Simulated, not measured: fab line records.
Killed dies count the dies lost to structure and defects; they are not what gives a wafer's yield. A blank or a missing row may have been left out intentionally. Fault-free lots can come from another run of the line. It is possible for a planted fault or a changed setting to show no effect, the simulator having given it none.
fab line records | flow n5_finfet | part 1 of 2: steps 1 to 3 of 6
record: lots: 22 | wafers: 66 | last_day: 17
route steps=1938 shown WELL_APT@55 FIN_SAQP@115
lots untouched by any fault: they come from a run of this same line in which no faults occurred
start_h: hours from the record's opening day to when the first of the lot's shown wafers began | wait_h: hours from the lot's prior step to this one | " identical to the entry in the row above | L1.1+2: a single row standing in for several wafers | - no value, or no start given | * or withheld: withheld | < > ~ a bound
route shown NAME@n: names a module that has steps shown in the file, with the first one's number in the route | usual: the fault-free wafers' mean and standard deviation | same: alike in all rows | chamber/n: place in a boat | sites: per-site readings | _std_site: the values' standard deviation | _edge_site: the outer-site mean with the inner-site mean subtracted | radius_mm: how far each site lies from the wafer's centre | mask NAME#n: copy n | behind: the tool/chamber that last shaped the wafer | hold: reason for holding the lot/hours on hold/outcome of the hold | device: which transistor (n, p or np) failed to switch | end of line: the same wafers' tests at the end of the route | where a step has no rows: the recipe by itself | killed: dies lost to structure and defects at the first sort, not the wafer's yield | map: shows each die of a wafer: x if killed, . if not, _ if none is there
set.NAME: the setting the step ran with; set.NAME@STEP: the setting that earlier step ran with | model.NAME: the simulator's own value behind a step, which no gauge read
steps of the route over a sample of lots; a table a step, a row a wafer
services: when a tool's chamber went out of use (start_h, in hours from the record's first day, below 0 if earlier), for how many hours, and the reason
== steps ==
step: N5_WELL_APT_EPI_41
recipe: material: Si | target_thk_a: 500 | temp_c: 650 | precursor: SiH4/H2 | pressure_torr: 20 | time_s: 297.7
usual: susceptor_temp_C_max: 651.1/0.4 | throttle_valve_pct: 11.1/0.41
lot.wafer | tool         | chamber | start_h | wait_h | susceptor_temp_C_max | throttle_valve_pct
L074.1    | epi_rpcvd-02 | 0       | 16.75   | 0.0    | 651.2                | 10.7
L074.2    | "            | 0       | "       | "      | 651.0                | 10.8
L074.4    | "            | 0       | "       | "      | 650.8                | 10.4
L076.1    | epi_rpcvd-04 | 0       | 29.28   | 0.0    | 652.1                | 11.0
L076.2    | "            | 0       | "       | "      | 651.5                | 11.2
L076.4    | "            | 0       | "       | "      | 651.5                | 11.2
L077.1    | epi_rpcvd-02 | 0       | 35.60   | 0.0    | 651.2                | 10.8
L077.2    | "            | 0       | "       | "      | 650.8                | 10.5
L077.5    | "            | 0       | "       | "      | 651.2                | 10.6
L078.2    | epi_rpcvd-04 | 0       | 40.70   | 0.1    | 652.0                | 11.2
L078.3    | "            | 0       | "       | "      | 651.3                | 11.0
L078.5    | "            | 0       | "       | "      | 651.7                | 11.2
L079.1    | epi_rpcvd-02 | 0       | 46.68   | 0.0    | 650.8                | 10.9
L079.2    | "            | 0       | "       | "      | 650.9                | 10.6
L079.6    | "            | 0       | "       | "      | 650.8                | 10.8
L080.1    | epi_rpcvd-03 | 0       | 53.20   | 0.0    | 651.4                | 11.4
L080.2    | "            | 0       | "       | "      | 651.1                | 11.6
L080.4    | "            | 0       | "       | "      | 651.3                | 11.4
L081.2    | epi_rpcvd-02 | 0       | 58.29   | 0.1    | 650.7                | 10.5
L081.3    | "            | 0       | "       | "      | 651.1                | 10.8
L081.6    | "            | 0       | "       | "      | 650.4                | 10.6
L082.1    | epi_rpcvd-03 | 0       | 64.43   | 0.0    | 650.8                | 11.7
L082.2    | "            | 0       | "       | "      | 650.8                | 11.6
L082.6    | "            | 0       | "       | "      | 651.0                | 11.7
L083.1    | epi_rpcvd-02 | 0       | 70.09   | 0.0    | 650.6                | 10.5
L083.2    | "            | 0       | "       | "      | 651.1                | 11.0
L083.5    | "            | 0       | "       | "      | 650.7                | 10.6
L084.2    | epi_rpcvd-03 | 0       | 76.28   | 0.1    | 650.8                | 11.3
L084.4    | "            | 0       | "       | "      | 650.6                | 11.6
L084.5    | "            | 0       | "       | "      | 650.6                | 11.7
L085.1    | epi_rpcvd-02 | 0       | 82.01   | 0.0    | 651.5                | 10.6
L085.3    | "            | 0       | "       | "      | 651.0                | 10.6
L085.5    | "            | 0       | "       | "      | 651.4                | 10.7
L086.1    | epi_rpcvd-04 | 0       | 88.08   | 0.0    | 651.8                | 11.1
L086.4    | "            | 0       | "       | "      | 651.6                | 11.3
L086.5    | "            | 0       | "       | "      | 651.6                | 11.1
L087.1    | epi_rpcvd-03 | 0       | 94.37   | 0.0    | 651.0                | 11.6
L087.4    | "            | 0       | "       | "      | 650.7                | 11.4
L087.5    | "            | 0       | "       | "      | 651.0                | 11.3
L088.1    | epi_rpcvd-02 | 0       | 99.88   | 0.0    | 650.8                | 10.6
L088.3    | "            | 0       | "       | "      | 651.0                | 10.8
L088.6    | "            | 0       | "       | "      | 650.5                | 10.9
L089.3    | epi_rpcvd-03 | 0       | 107.09  | 0.3    | 651.2                | 11.7
L089.4    | "            | 0       | "       | "      | 650.6                | 11.8
L089.6    | "            | 0       | "       | "      | 651.4                | 11.6
L090.4    | epi_rpcvd-03 | 0       | 112.52  | 0.4    | 650.5                | 11.6
L090.5    | "            | 0       | "       | "      | 650.1                | 11.8
L090.6    | "            | 0       | "       | "      | 650.7                | 11.8
L091.2    | epi_rpcvd-02 | 0       | 118.49  | 0.1    | 651.7                | 10.7
L091.3    | "            | 0       | "       | "      | 651.2                | 10.9
L091.5    | "            | 0       | "       | "      | 651.2                | 10.8
L092.2    | epi_rpcvd-04 | 0       | 123.86  | 0.1    | 651.5                | 11.4
L092.4    | "            | 0       | "       | "      | 651.3                | 11.0
L092.5    | "            | 0       | "       | "      | 651.4                | 11.3
L093.1    | epi_rpcvd-02 | 0       | 130.59  | 0.0    | 651.5                | 10.7
L093.5    | "            | 0       | "       | "      | 651.1                | 10.9
L093.6    | "            | 0       | "       | "      | 650.8                | 10.5
L094.2    | epi_rpcvd-03 | 0       | 136.02  | 0.1    | 650.6                | 11.5
L094.4    | "            | 0       | "       | "      | 650.7                | 11.3
L094.6    | "            | 0       | "       | "      | 650.8                | 11.5
L095.1    | epi_rpcvd-02 | 0       | 142.83  | 0.0    | 650.6                | 10.8
L095.3    | "            | 0       | "       | "      | 651.2                | 10.7
L095.5    | "            | 0       | "       | "      | 651.0                | 10.7
L096.2    | epi_rpcvd-03 | 0       | 148.05  | 0.1    | 651.0                | 11.5
L096.4    | "            | 0       | "       | "      | 650.7                | 11.6
L096.6    | "            | 0       | "       | "      | 651.5                | 11.7
step: N5_FIN_SAQP_ETCH_51
recipe: chemistry: CF4 | target: SiARC | target_depth_a: 455 | mask_material: CAR-ArF | time_s: 75.8 | ion_energy_ev: 80 | pressure_mtorr: 40 | source_w: 545 | bias_w: 36 | Ar_flow_sccm: 100 | cf4_flow_sccm: 100 | ends: cleared
usual: chamber_pressure_mTorr: 40.00/0.04 | drypump_motor_current_A: 5.6/0.46 | etch_rf_on_time_s: 74.8/2.4 | mfc_ar_sccm: 100.0/0.3 | oes_product_au: 0.69/0.079 | rf_vpp_V: 184.5/1.3 | showerhead_plenum_p_Torr: 2.17/0.096 | throttle_valve_pct: 15.62/0.27
lot.wafer | tool        | chamber | start_h | wait_h | chamber_pressure_mTorr | drypump_motor_current_A | etch_rf_on_time_s | mfc_ar_sccm | oes_product_au | rf_hours_counter_h | rf_vpp_V | showerhead_plenum_p_Torr | throttle_valve_pct
L074.1    | rie_diel-01 | 1       | 24.04   | 0.0    | 40.00                  | 5.7                     | 76.2              | 100.1       | 0.66           | 145                | 182.7    | 2.06                     | 15.50
L074.2    | "           | 2       | "       | "      | 39.97                  | 5.1                     | 78.0              | 100.1       | 0.61           | 212                | 182.0    | 2.05                     | 16.04
L074.4    | "           | 0       | "       | "      | 40.01                  | 6.6                     | 74.7              | 100.2       | 0.79           | 13                 | 185.4    | 2.20                     | 15.27
L076.1    | rie_diel-01 | 2       | 35.44   | 0.0    | 39.91                  | 5.1                     | 77.1              | 99.6        | 0.61           | 216                | 182.8    | 2.05                     | 16.03
L076.2    | "           | 1       | "       | "      | 39.96                  | 5.7                     | 75.5              | 99.6        | 0.65           | 149                | 182.1    | 2.06                     | 15.50
L076.4    | "           | 0       | "       | "      | 40.03                  | 6.5                     | 74.2              | 100.3       | 0.78           | 16                 | 183.7    | 2.20                     | 15.27
L077.1    | rie_diel-01 | 3       | 42.31   | 0.0    | 40.08                  | 5.7                     | 75.3              | 99.5        | 0.67           | 136                | 186.1    | 2.23                     | 15.52
L077.2    | "           | 1       | "       | "      | 39.96                  | 5.7                     | 75.8              | 100.2       | 0.64           | 151                | 183.1    | 2.06                     | 15.49
L077.5    | "           | 0       | "       | "      | 40.04                  | 6.5                     | 75.1              | 100.0       | 0.78           | -                  | 185.3    | 2.20                     | 15.29
L078.2    | rie_diel-01 | 1       | 46.47   | 0.0    | 40.05                  | 5.7                     | 75.7              | 100.5       | 0.64           | 153                | 183.7    | 2.06                     | 15.52
L078.3    | "           | 3       | "       | "      | 40.00                  | 5.7                     | 75.0              | 99.7        | 0.67           | 137                | 186.1    | 2.23                     | 15.56
L078.5    | "           | 3       | "       | "      | 40.04                  | 5.7                     | 75.3              | 100.0       | 0.66           | -                  | 186.4    | 2.23                     | 15.54
L079.1    | rie_diel-03 | 3       | 52.68   | 0.0    | 40.01                  | 5.6                     | 78.2              | 100.1       | 0.61           | 160                | 185.2    | 2.24                     | 16.09
L079.2    | "           | 0       | "       | "      | 39.95                  | 6.3                     | 78.3              | 100.3       | 0.63           | 133                | 185.7    | 2.23                     | 15.81
L079.6    | "           | 2       | "       | "      | 40.03                  | 6.0                     | 73.8              | 99.6        | 0.70           | -                  | 183.3    | 2.07                     | 15.48
L080.1    | rie_diel-01 | 1       | 59.65   | 0.0    | 39.99                  | 5.8                     | 76.3              | 100.0       | 0.64           | 157                | 183.0    | 2.06                     | 15.53
L080.2    | "           | 0       | "       | "      | 39.96                  | 6.5                     | 75.8              | 99.8        | 0.75           | 25                 | 185.2    | 2.20                     | 15.29
L080.4    | "           | 2       | "       | "      | 40.10                  | 5.0                     | 76.8              | 100.0       | 0.60           | 224                | 183.2    | 2.05                     | 16.05
L081.2    | rie_diel-04 | 1       | 64.43   | 0.0    | 40.02                  | 5.9                     | 75.4              | 100.6       | 0.59           | 253                | 183.8    | 2.09                     | 15.83
L081.3    | "           | 3       | "       | "      | 39.97                  | 5.1                     | 72.8              | 99.6        | 0.64           | 161                | 183.3    | 2.07                     | 15.68
L081.6    | "           | 3       | "       | "      | 39.96                  | 5.1                     | 72.9              | 99.9        | 0.64           | -                  | 183.6    | 2.06                     | 15.67
L082.1    | rie_diel-03 | 0       | 70.30   | 0.0    | 40.02                  | 6.2                     | 77.5              | 99.6        | 0.64           | 140                | 185.3    | 2.23                     | 15.82
L082.2    | "           | 2       | "       | "      | 40.04                  | 6.0                     | 73.0              | 99.8        | 0.71           | 107                | 184.8    | 2.07                     | 15.50
L082.6    | "           | 2       | "       | "      | 39.98                  | 6.0                     | 73.0              | 100.3       | 0.71           | -                  | 184.1    | 2.07                     | 15.50
L083.1    | rie_diel-03 | 0       | 76.83   | 0.0    | 40.05                  | 6.2                     | 77.8              | 99.3        | 0.63           | 142                | 185.2    | 2.23                     | 15.82
L083.2    | "           | 1       | "       | "      | 39.97                  | 5.2                     | 71.2              | 100.5       | 0.83           | 14                 | 185.7    | 2.30                     | 15.36
L083.5    | "           | 0       | "       | "      | 39.98                  | 6.3                     | 78.0              | 99.9        | 0.64           | -                  | 184.9    | 2.23                     | 15.81
L084.2    | rie_diel-03 | 0       | 81.53   | 0.0    | 39.94                  | 6.3                     | 78.4              | 99.7        | 0.63           | 144                | 184.9    | 2.23                     | 15.83
L084.4    | "           | 1       | "       | "      | 40.00                  | 5.2                     | 71.2              | 100.0       | 0.83           | 16                 | 185.3    | 2.30                     | 15.34
L084.5    | "           | 2       | "       | "      | 39.98                  | 6.0                     | 73.2              | 99.7        | 0.70           | -                  | 182.7    | 2.07                     | 15.53
L085.1    | rie_diel-03 | 2       | 88.68   | 0.0    | 39.99                  | 6.0                     | 72.5              | 100.2       | 0.70           | 113                | 183.3    | 2.07                     | 15.51
L085.3    | "           | 3       | "       | "      | 39.99                  | 5.6                     | 77.0              | 99.6        | 0.61           | 170                | 184.5    | 2.24                     | 16.13
L085.5    | "           | 1       | "       | "      | 39.99                  | 5.2                     | 70.5              | 100.4       | 0.83           | -                  | 184.4    | 2.29                     | 15.36
L086.1    | rie_diel-04 | 0       | 95.05   | 0.0    | 40.03                  | 5.5                     | 75.7              | 100.1       | 0.79           | 9                  | 185.7    | 2.29                     | 15.58
L086.4    | "           | 1       | "       | "      | 40.04                  | 5.9                     | 75.6              | 99.9        | 0.84           | 3                  | 184.3    | 2.09                     | 15.31
L086.5    | "           | 2       | "       | "      | 40.03                  | 5.1                     | 70.3              | 99.8        | 0.76           | -                  | 185.6    | 2.28                     | 15.36
L087.1    | rie_diel-04 | 2       | 100.27  | 0.0    | 40.05                  | 5.1                     | 71.9              | 99.8        | 0.75           | 38                 | 186.5    | 2.28                     | 15.35
L087.4    | "           | 1       | "       | "      | 39.98                  | 5.8                     | 76.7              | 99.6        | 0.82           | 6                  | 182.9    | 2.09                     | 15.34
L087.5    | "           | 3       | "       | "      | 40.03                  | 5.0                     | 73.8              | 100.2       | 0.62           | -                  | 184.1    | 2.06                     | 15.70
L088.1    | rie_diel-01 | 0       | 107.40  | 0.0    | 39.94                  | 6.5                     | 73.7              | 100.1       | 0.75           | 42                 | 184.4    | 2.19                     | 15.33
L088.3    | "           | 3       | "       | "      | 40.07                  | 5.7                     | 76.1              | 100.4       | 0.64           | 160                | 185.9    | 2.22                     | 15.59
L088.6    | "           | 1       | "       | "      | 40.00                  | 5.7                     | 75.8              | 100.2       | 0.62           | -                  | 182.5    | 2.05                     | 15.56
L089.3    | rie_diel-04 | 2       | 112.98  | 0.0    | 39.94                  | 5.1                     | 71.6              | 100.0       | 0.75           | 42                 | 185.7    | 2.28                     | 15.36
L089.4    | "           | 0       | "       | "      | 39.95                  | 5.6                     | 76.5              | 100.3       | 0.78           | 16                 | 186.5    | 2.29                     | 15.61
L089.6    | "           | 3       | "       | "      | 40.07                  | 5.0                     | 73.0              | 100.0       | 0.62           | -                  | 184.1    | 2.06                     | 15.73
L090.4    | rie_diel-04 | 0       | 118.01  | 0.0    | 39.99                  | 5.5                     | 76.1              | 100.1       | 0.77           | 18                 | 185.0    | 2.29                     | 15.60
L090.5    | "           | 2       | "       | "      | 39.97                  | 5.1                     | 71.4              | 100.0       | 0.74           | -                  | 185.9    | 2.28                     | 15.37
L090.6    | "           | 1       | "       | "      | 40.03                  | 5.8                     | 77.0              | 99.4        | 0.80           | -                  | 183.1    | 2.09                     | 15.34
L091.2    | rie_diel-01 | 0       | 124.22  | 0.0    | 39.97                  | 6.5                     | 73.3              | 100.1       | 0.74           | 49                 | 184.6    | 2.19                     | 15.36
L091.3    | "           | 3       | "       | "      | 39.97                  | 5.7                     | 76.4              | 100.2       | 0.64           | 166                | 186.0    | 2.22                     | 15.60
L091.5    | "           | 0       | "       | "      | 39.99                  | 6.5                     | 73.6              | 99.6        | 0.74           | -                  | 185.9    | 2.19                     | 15.36
L092.2    | rie_diel-03 | 1       | 129.77  | 0.0    | 40.02                  | 5.2                     | 72.1              | 99.7        | 0.78           | 34                 | 185.9    | 2.29                     | 15.41
L092.4    | "           | 0       | "       | "      | 39.99                  | 6.2                     | 77.3              | 100.4       | 0.62           | 162                | 184.9    | 2.22                     | 15.86
L092.5    | "           | 3       | "       | "      | 40.03                  | 5.6                     | 76.1              | 100.0       | 0.60           | -                  | 185.1    | 2.24                     | 16.14
L093.1    | rie_diel-04 | 2       | 135.97  | 0.0    | 39.97                  | 5.1                     | 71.1              | 99.8        | 0.74           | 50                 | 185.7    | 2.27                     | 15.38
L093.5    | "           | 2       | "       | "      | 40.03                  | 5.1                     | 70.9              | 99.8        | 0.75           | -                  | 185.1    | 2.27                     | 15.39
L093.6    | "           | 1       | "       | "      | 40.03                  | 5.8                     | 77.1              | 100.1       | 0.78           | -                  | 183.2    | 2.09                     | 15.34
L094.2    | rie_diel-03 | 1       | 141.92  | 0.0    | 40.05                  | 5.2                     | 72.1              | 100.2       | 0.78           | 39                 | 184.7    | 2.29                     | 15.41
L094.4    | "           | 3       | "       | "      | 39.99                  | 5.6                     | 76.6              | 100.4       | 0.59           | 189                | 185.9    | 2.23                     | 16.14
L094.6    | "           | 0       | "       | "      | 39.96                  | 6.3                     | 77.4              | 100.0       | 0.62           | -                  | 184.0    | 2.22                     | 15.88
L095.1    | rie_diel-04 | 1       | 148.67  | 0.0    | 40.07                  | 5.8                     | 76.0              | 100.1       | 0.78           | 24                 | 183.9    | 2.09                     | 15.35
L095.3    | "           | 3       | "       | "      | 39.97                  | 5.1                     | 71.6              | 100.1       | 0.62           | 193                | 181.7    | 2.05                     | 15.75
L095.5    | "           | 1       | "       | "      | 39.94                  | 5.8                     | 75.5              | 99.9        | 0.77           | -                  | 182.8    | 2.09                     | 15.37
L096.2    | rie_diel-03 | 1       | 154.19  | 0.0    | 39.97                  | 5.2                     | 71.4              | 99.4        | 0.77           | 44                 | 185.3    | 2.29                     | 15.42
L096.4    | "           | 2       | "       | "      | 39.96                  | 6.0                     | 73.0              | 99.8        | 0.68           | 137                | 183.5    | 2.06                     | 15.55
L096.6    | "           | 1       | "       | "      | 40.00                  | 5.2                     | 71.7              | 99.7        | 0.77           | -                  | 186.4    | 2.29                     | 15.40
step: N5_FIN_SAQP_ETCH_52
recipe: chemistry: N2/H2 | target: SOC | target_depth_a: 1000 | overetch_a: 200 | mask_material: SiARC | temp_c: 40 | time_s: 150 | ion_energy_ev: 200 | pressure_mtorr: 30 | source_w: 840 | bias_w: 150 | n2_flow_sccm: 200 | h2_flow_sccm: 200 | ends: end_point
usual: chamber_pressure_mTorr: 29.999/0.028 | drypump_motor_current_A: 5.6/0.47 | oes_product_au: 0.72/0.075 | rf_vpp_V: 525/3.3 | showerhead_plenum_p_Torr: 2.57/0.11 | throttle_valve_pct: 17.8/0.32
lot.wafer | tool        | chamber | start_h | wait_h | chamber_pressure_mTorr | drypump_motor_current_A | oes_product_au | rf_hours_counter_h | rf_vpp_V | showerhead_plenum_p_Torr | throttle_valve_pct
L074.1    | rie_diel-01 | 1       | 24.09   | 0.0    | 30.011                 | 5.7                     | 0.68           | 145                | 519      | 2.45                     | 17.8
L074.2    | "           | 2       | "       | "      | 30.013                 | 5.0                     | 0.65           | 212                | 519      | 2.43                     | 18.3
L074.4    | "           | 0       | "       | "      | 30.001                 | 6.5                     | 0.82           | 13                 | 524      | 2.61                     | 17.5
L076.1    | rie_diel-01 | 2       | 35.50   | 0.0    | 29.983                 | 5.1                     | 0.64           | 216                | 522      | 2.43                     | 18.3
L076.2    | "           | 1       | "       | "      | 29.995                 | 5.7                     | 0.67           | 149                | 521      | 2.45                     | 17.8
L076.4    | "           | 0       | "       | "      | 30.012                 | 6.5                     | 0.81           | 16                 | 526      | 2.61                     | 17.5
L077.1    | rie_diel-01 | 3       | 42.37   | 0.0    | 29.994                 | 5.7                     | 0.69           | 136                | 528      | 2.70                     | 18.0
L077.2    | "           | 1       | "       | "      | 30.052                 | 5.7                     | 0.68           | 151                | 521      | 2.45                     | 17.8
L077.5    | "           | 0       | "       | "      | 29.997                 | 6.5                     | 0.80           | -                  | 525      | 2.61                     | 17.6
L078.2    | rie_diel-01 | 1       | 46.53   | 0.0    | 29.995                 | 5.7                     | 0.67           | 153                | 522      | 2.45                     | 17.8
L078.3    | "           | 3       | "       | "      | 29.963                 | 5.7                     | 0.69           | 137                | 527      | 2.70                     | 18.1
L078.5    | "           | 3       | "       | "      | 30.027                 | 5.7                     | 0.69           | -                  | 527      | 2.70                     | 18.1
L079.1    | rie_diel-03 | 3       | 52.74   | 0.0    | 30.032                 | 5.6                     | 0.65           | 160                | 527      | 2.63                     | 18.1
L079.2    | "           | 0       | "       | "      | 29.965                 | 6.3                     | 0.68           | 133                | 527      | 2.67                     | 18.2
L079.6    | "           | 2       | "       | "      | 29.973                 | 6.0                     | 0.73           | -                  | 522      | 2.45                     | 17.6
L080.1    | rie_diel-01 | 1       | 59.70   | 0.0    | 29.971                 | 5.8                     | 0.66           | 157                | 520      | 2.44                     | 17.9
L080.2    | "           | 0       | "       | "      | 30.013                 | 6.5                     | 0.80           | 25                 | 526      | 2.61                     | 17.6
L080.4    | "           | 2       | "       | "      | 29.963                 | 5.1                     | 0.64           | 224                | 520      | 2.42                     | 18.3
L081.2    | rie_diel-04 | 1       | 64.48   | 0.0    | 30.022                 | 5.9                     | 0.62           | 253                | 522      | 2.49                     | 18.1
L081.3    | "           | 3       | "       | "      | 30.009                 | 5.0                     | 0.66           | 161                | 521      | 2.46                     | 18.0
L081.6    | "           | 3       | "       | "      | 29.978                 | 5.0                     | 0.66           | -                  | 520      | 2.46                     | 18.0
L082.1    | rie_diel-03 | 0       | 70.36   | 0.0    | 30.032                 | 6.3                     | 0.68           | 140                | 527      | 2.67                     | 18.2
L082.2    | "           | 2       | "       | "      | 30.040                 | 6.1                     | 0.72           | 107                | 521      | 2.44                     | 17.6
L082.6    | "           | 2       | "       | "      | 29.999                 | 6.0                     | 0.72           | -                  | 522      | 2.44                     | 17.6
L083.1    | rie_diel-03 | 0       | 76.89   | 0.0    | 29.980                 | 6.3                     | 0.68           | 142                | 527      | 2.67                     | 18.2
L083.2    | "           | 1       | "       | "      | 30.016                 | 5.2                     | 0.84           | 14                 | 527      | 2.69                     | 17.3
L083.5    | "           | 0       | "       | "      | 30.019                 | 6.3                     | 0.68           | -                  | 527      | 2.67                     | 18.2
L084.2    | rie_diel-03 | 0       | 81.59   | 0.0    | 30.015                 | 6.3                     | 0.68           | 144                | 526      | 2.67                     | 18.2
L084.4    | "           | 1       | "       | "      | 30.000                 | 5.2                     | 0.83           | 16                 | 528      | 2.69                     | 17.3
L084.5    | "           | 2       | "       | "      | 30.025                 | 6.0                     | 0.72           | -                  | 523      | 2.44                     | 17.6
L085.1    | rie_diel-03 | 2       | 88.73   | 0.0    | 30.021                 | 6.0                     | 0.71           | 113                | 521      | 2.44                     | 17.6
L085.3    | "           | 3       | "       | "      | 29.987                 | 5.6                     | 0.64           | 170                | 527      | 2.63                     | 18.1
L085.5    | "           | 1       | "       | "      | 30.031                 | 5.2                     | 0.83           | -                  | 528      | 2.69                     | 17.3
L086.1    | rie_diel-04 | 0       | 95.11   | 0.0    | 29.979                 | 5.6                     | 0.83           | 9                  | 528      | 2.73                     | 17.8
L086.4    | "           | 1       | "       | "      | 30.048                 | 5.9                     | 0.87           | 3                  | 524      | 2.49                     | 17.7
L086.5    | "           | 2       | "       | "      | 30.020                 | 5.1                     | 0.76           | -                  | 527      | 2.68                     | 17.4
L087.1    | rie_diel-04 | 2       | 100.33  | 0.0    | 30.028                 | 5.1                     | 0.76           | 38                 | 529      | 2.68                     | 17.4
L087.4    | "           | 1       | "       | "      | 30.032                 | 5.8                     | 0.87           | 6                  | 524      | 2.49                     | 17.7
L087.5    | "           | 3       | "       | "      | 29.991                 | 5.0                     | 0.65           | -                  | 521      | 2.46                     | 18.0
L088.1    | rie_diel-01 | 0       | 107.46  | 0.0    | 30.000                 | 6.5                     | 0.77           | 42                 | 525      | 2.60                     | 17.6
L088.3    | "           | 3       | "       | "      | 29.986                 | 5.7                     | 0.67           | 160                | 526      | 2.69                     | 18.1
L088.6    | "           | 1       | "       | "      | 30.004                 | 5.8                     | 0.66           | -                  | 521      | 2.44                     | 17.9
L089.3    | rie_diel-04 | 2       | 113.04  | 0.0    | 30.007                 | 5.1                     | 0.75           | 42                 | 529      | 2.67                     | 17.5
L089.4    | "           | 0       | "       | "      | 29.996                 | 5.5                     | 0.81           | 16                 | 529      | 2.72                     | 17.9
L089.6    | "           | 3       | "       | "      | 29.962                 | 5.0                     | 0.64           | -                  | 520      | 2.45                     | 18.0
L090.4    | rie_diel-04 | 0       | 118.06  | 0.0    | 30.002                 | 5.6                     | 0.81           | 18                 | 527      | 2.72                     | 17.9
L090.5    | "           | 2       | "       | "      | 29.973                 | 5.1                     | 0.75           | -                  | 528      | 2.67                     | 17.5
L090.6    | "           | 1       | "       | "      | 29.962                 | 5.8                     | 0.84           | -                  | 524      | 2.49                     | 17.7
L091.2    | rie_diel-01 | 0       | 124.28  | 0.0    | 29.998                 | 6.5                     | 0.76           | 49                 | 525      | 2.60                     | 17.6
L091.3    | "           | 3       | "       | "      | 29.972                 | 5.7                     | 0.67           | 167                | 527      | 2.69                     | 18.1
L091.5    | "           | 0       | "       | "      | 29.976                 | 6.5                     | 0.76           | -                  | 525      | 2.60                     | 17.6
L092.2    | rie_diel-03 | 1       | 129.83  | 0.0    | 30.013                 | 5.2                     | 0.80           | 34                 | 530      | 2.68                     | 17.3
L092.4    | "           | 0       | "       | "      | 30.024                 | 6.3                     | 0.66           | 162                | 527      | 2.66                     | 18.2
L092.5    | "           | 3       | "       | "      | 30.019                 | 5.6                     | 0.63           | -                  | 527      | 2.62                     | 18.2
L093.1    | rie_diel-04 | 2       | 136.03  | 0.0    | 30.003                 | 5.1                     | 0.74           | 50                 | 527      | 2.67                     | 17.5
L093.5    | "           | 2       | "       | "      | 29.981                 | 5.1                     | 0.74           | -                  | 528      | 2.67                     | 17.5
L093.6    | "           | 1       | "       | "      | 30.010                 | 5.9                     | 0.82           | -                  | 523      | 2.48                     | 17.7
L094.2    | rie_diel-03 | 1       | 141.97  | 0.0    | 29.973                 | 5.2                     | 0.78           | 39                 | 529      | 2.68                     | 17.3
L094.4    | "           | 3       | "       | "      | 29.965                 | 5.7                     | 0.64           | 189                | 525      | 2.62                     | 18.2
L094.6    | "           | 0       | "       | "      | 30.005                 | 6.2                     | 0.66           | -                  | 527      | 2.66                     | 18.2
L095.1    | rie_diel-04 | 1       | 148.73  | 0.0    | 30.057                 | 5.8                     | 0.82           | 24                 | 521      | 2.48                     | 17.7
L095.3    | "           | 3       | "       | "      | 30.003                 | 5.0                     | 0.64           | 193                | 521      | 2.45                     | 18.1
L095.5    | "           | 1       | "       | "      | 29.995                 | 5.8                     | 0.82           | -                  | 523      | 2.48                     | 17.7
L096.2    | rie_diel-03 | 1       | 154.24  | 0.0    | 30.005                 | 5.2                     | 0.78           | 44                 | 528      | 2.68                     | 17.3
L096.4    | "           | 2       | "       | "      | 30.011                 | 6.1                     | 0.70           | 137                | 522      | 2.43                     | 17.7
L096.6    | "           | 1       | "       | "      | 29.981                 | 5.2                     | 0.79           | -                  | 529      | 2.68                     | 17.3
